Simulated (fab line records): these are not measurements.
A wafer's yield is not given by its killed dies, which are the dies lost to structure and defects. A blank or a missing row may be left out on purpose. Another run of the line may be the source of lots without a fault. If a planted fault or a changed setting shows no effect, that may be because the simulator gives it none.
Chamber matching ; flow nand-harc ; 3 sister chambers for NHARC_P_M0_DEP_32 on pecvd-03
The step deposits SiCN, target thk 30 nm. 14 wafers are shown with their chamber, then 7 later ones without.

== WAFERS, EACH WITH ITS CHAMBER ==
wafer;chamber;heater-power-w (W)
L490.4;1;483
L490.5;0;756
L490.6;2;588
L496.1;2;567
L496.5;1;469
L496.6;0;679
L498.3;0;608
L498.4;0;644
L498.6;1;547
L501.2;1;538
L501.4;1;537
L501.5;2;523
L504.2;0;703
L504.3;1;498

SIGNATURES (means of the wafers above)
reading;chamber 0;chamber 1;chamber 2;scatter within a chamber
heater-power-w;678.00;512.00;559.33;43
Rule: for a wafer and a chamber, the distance is found by dividing, reading by reading, the gap between the wafer's reading and the chamber's mean by the reading's scatter, squaring, summing and taking the root. If the next closest chamber is less than 2 further off than the closest, the wafer can't be placed; otherwise it belongs to the closest. The scatter: take each reading less its chamber's mean, square it, sum over the shown wafers, divide by the number of wafers less the number of chambers, and take the root.

== WAFERS MISSING THEIR CHAMBER ==
wafer;heater-power-w (W)
L504.5;690
L505.1;569
L505.2;429
L505.4;570
L508.2;595
L508.4;525
L508.5;610

== EACH ONE'S CHAMBER ==
wafer;from the rows above;in truth
L504.5;0;0
L505.1;can't be placed: 2 or 1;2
L505.2;can't be placed: 1 or 2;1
L505.4;can't be placed: 2 or 1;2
L508.2;can't be placed: 2 or 0 or 1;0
L508.4;can't be placed: 1 or 2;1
L508.5;can't be placed: 2 or 0 or 1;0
Placed correctly: 1 of 7. Not placeable from these rows: 6 (in 6, the candidates include the true chamber). Placed wrongly: 0.
